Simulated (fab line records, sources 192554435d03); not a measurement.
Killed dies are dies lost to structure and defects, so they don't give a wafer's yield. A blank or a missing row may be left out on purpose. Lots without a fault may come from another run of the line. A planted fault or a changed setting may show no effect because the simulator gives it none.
Chamber matching | flow n5_finfet | N5_BEOL_M4_ETCH_69 on rie_diel-02: 4 sister chambers
The step etches SiARC in CF4, target depth 15.6 nm, time 26 s. 4 wafers are shown with their chamber, then 8 later ones without.

WAFERS WITH THEIR CHAMBER
wafer  | chamber | showerhead_plenum_p_Torr (Torr)
L078.2 | 2       | 2.11
L078.6 | 3       | 2.08
L079.3 | 0       | 1.97
L079.6 | 1       | 2.22

WAFERS WITHOUT THEIR CHAMBER
wafer  | showerhead_plenum_p_Torr (Torr)
L080.1 | 1.97
L080.3 | 2.08
L086.1 | 1.96
L086.4 | 2.22
L086.6 | 2.07
L096.2 | 1.96
L096.3 | 2.06
L096.5 | 2.21

WHICH CHAMBER EACH WENT THROUGH
wafer  | from the rows above | in truth
L080.1 | 0                   | 0
L080.3 | 3                   | 3
L086.1 | 0                   | 0
L086.4 | 1                   | 1
L086.6 | 3                   | 3
L096.2 | 0                   | 0
L096.3 | 3                   | 3
L096.5 | 1                   | 1
Placed correctly: 8 of 8. Can't be placed from these rows: 0. Placed wrongly: 0.
How it was worked out, from the rows above alone: a wafer's distance from a chamber is the root of the sum, over the readings, of the square of ((its reading less the chamber's mean) divided by the reading's scatter). The wafer belongs to the nearest chamber; if the next one is less than 2 further off, it can't be placed. A chamber's mean is the mean of its shown wafers. The scatter: with one shown wafer a chamber, the root of the mean of the squares of how far each hidden wafer lies from its nearest shown one.
